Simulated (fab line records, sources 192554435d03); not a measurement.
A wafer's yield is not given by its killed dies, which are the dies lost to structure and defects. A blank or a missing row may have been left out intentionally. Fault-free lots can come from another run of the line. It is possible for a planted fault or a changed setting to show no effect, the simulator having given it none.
Which tool did it? + flow n5 finfet + 36 wafers from 12 lots sampled at 3 of the route's 1938 steps

WHAT EACH GAUGE READ, for each wafer
N5_BEOL_M8_INSPECT_30: inspects for defects (brightfield).
| lot  | measured     | on                | raw defect count |
|------|--------------|-------------------|------------------|
| L074 | day 13 20:04 | defect inspect-01 | 452 565 386      |
| L077 | day 14 06:11 | defect inspect-01 | 293 427 314      |
| L078 | day 14 06:08 | defect inspect-02 | 470 397 384      |
| L080 | day 15 05:55 | defect inspect-01 | 583 368 459      |
| L082 | day 15 10:30 | defect inspect-01 | 347 330 348      |
| L084 | day 15 22:11 | defect inspect-02 | 412 403 419      |
| L089 | day 16 19:17 | defect inspect-01 | 341 338 371      |
| L088 | day 17 03:47 | defect inspect-01 | 446 514 477      |
| L092 | day 17 06:50 | defect inspect-02 | 206 302 326      |
| L093 | day 18 05:11 | defect inspect-02 | 383 431 391      |
| L095 | day 18 16:47 | defect inspect-02 | 525 375 352      |
| L097 | day 19 05:17 | defect inspect-01 | 541 478 450      |

EACH LOT AND THE TOOL THAT RAN IT (in order: tool; ch and the chambers of the sampled wafers; start)
| lot  | N5_BEOL_M8_CURE_74            | N5_BEOL_M8_HM_OPEN_17             |
|------|-------------------------------|-----------------------------------|
| L074 | uv cure-02 ch 2, day 13 17:22 | rie metal-02 ch 0,1, day 13 19:20 |
| L077 | uv cure-03 ch 0, day 13 21:37 | rie metal-01 ch 0,1, day 14 03:35 |
| L078 | uv cure-02 ch 0, day 13 22:10 | rie metal-03 ch 0,1, day 14 03:35 |
| L080 | uv cure-01 ch 2, day 14 23:42 | rie metal-02 ch 0, day 15 02:13   |
| L082 | uv cure-01 ch 0, day 15 04:14 | rie metal-03 ch 1, day 15 07:17   |
| L084 | uv cure-02 ch 1, day 15 16:37 | rie metal-03 ch 0,1, day 15 18:46 |
| L089 | uv cure-02 ch 0, day 16 15:01 | rie metal-01 ch 0,1, day 16 18:28 |
| L088 | uv cure-03 ch 0, day 16 22:41 | rie metal-01 ch 0,1, day 17 01:58 |
| L092 | uv cure-03 ch 1, day 17 03:28 | rie metal-03 ch 0,1, day 17 06:02 |
| L093 | uv cure-01 ch 2, day 18 00:20 | rie metal-01 ch 0, day 18 04:20   |
| L095 | uv cure-02 ch 0, day 18 13:13 | rie metal-03 ch 1, day 18 16:08   |
| L097 | uv cure-01 ch 0, day 19 00:24 | rie metal-03 ch 0,1, day 19 04:12 |
- N5_BEOL_M8_CURE_74: cures SiCOH lowk, time 240 s.
- N5_BEOL_M8_HM_OPEN_17: chemistry Cl2/BCl3, target TiN, target depth 20 nm, overetch 6 nm.

THE ANSWER, worked out from the rows above alone
Rule: what is usual is taken from the lots themselves. The widest of any qualifying gaps counts: lots, ordered by their means at a reading, are off when they make up no more than a third of the lots, leave a main group of 4 or more, and stand apart from it by 3 or more times the standard deviation of that group's means. Not used: any main group whose means are identical at the precision the tables above print for the reading. Also off: a lot with no number at a reading for which 4 or more lots have one. Where the step has rows for the other lots, those lots are counted as sound.
No lot is off at any reading shown: from this, nothing can be told.

WHAT HAD BEEN PUT IN BY THE SIMULATOR
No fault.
